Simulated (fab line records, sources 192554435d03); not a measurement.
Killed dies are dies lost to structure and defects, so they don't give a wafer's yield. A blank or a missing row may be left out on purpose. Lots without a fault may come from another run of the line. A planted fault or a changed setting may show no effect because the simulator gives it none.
Chamber matching | flow n5_finfet | N5_BEOL_M5_STRIP_36 on rie_diel-03: 4 sister chambers
The step strips in N2/H2. 8 wafers are shown with their chamber, then 7 later ones without.

WAFERS WITH THEIR CHAMBER
wafer  | chamber | drypump_motor_current_A (A) | showerhead_plenum_p_Torr (Torr)
L919.3 | 1       | 4.8                         | 2.61
L918.5 | 0       | 5.4                         | 2.47
L922.6 | 3       | 6.6                         | 2.56
L924.1 | 2       | 5.7                         | 2.60
L924.2 | 0       | 5.3                         | 2.46
L924.5 | 1       | 4.8                         | 2.60
L928.1 | 2       | 5.8                         | 2.60
L928.4 | 3       | 6.6                         | 2.56

WAFERS WITHOUT THEIR CHAMBER
wafer  | drypump_motor_current_A (A) | showerhead_plenum_p_Torr (Torr)
L928.5 | 4.8                         | 2.60
L929.5 | 5.7                         | 2.59
L929.6 | 6.6                         | 2.55
L938.1 | 5.3                         | 2.45
L938.4 | 4.8                         | 2.59
L938.5 | 6.6                         | 2.55
L937.3 | 5.3                         | 2.45

WHICH CHAMBER EACH WENT THROUGH
wafer  | from the rows above | in truth
L928.5 | 1                   | 1
L929.5 | 2                   | 2
L929.6 | 3                   | 3
L938.1 | 0                   | 0
L938.4 | 1                   | 1
L938.5 | 3                   | 3
L937.3 | 0                   | 0
Placed correctly: 7 of 7. Can't be placed from these rows: 0. Placed wrongly: 0.
How it was worked out, from the rows above alone: a wafer's distance from a chamber is the root of the sum, over the readings, of the square of ((its reading less the chamber's mean) divided by the reading's scatter). The wafer belongs to the nearest chamber; if the next one is less than 2 further off, it can't be placed. A chamber's mean is the mean of its shown wafers. The scatter: the root of (the sum of the squares of (reading less its chamber's mean) over the shown wafers, divided by (wafers less chambers)).
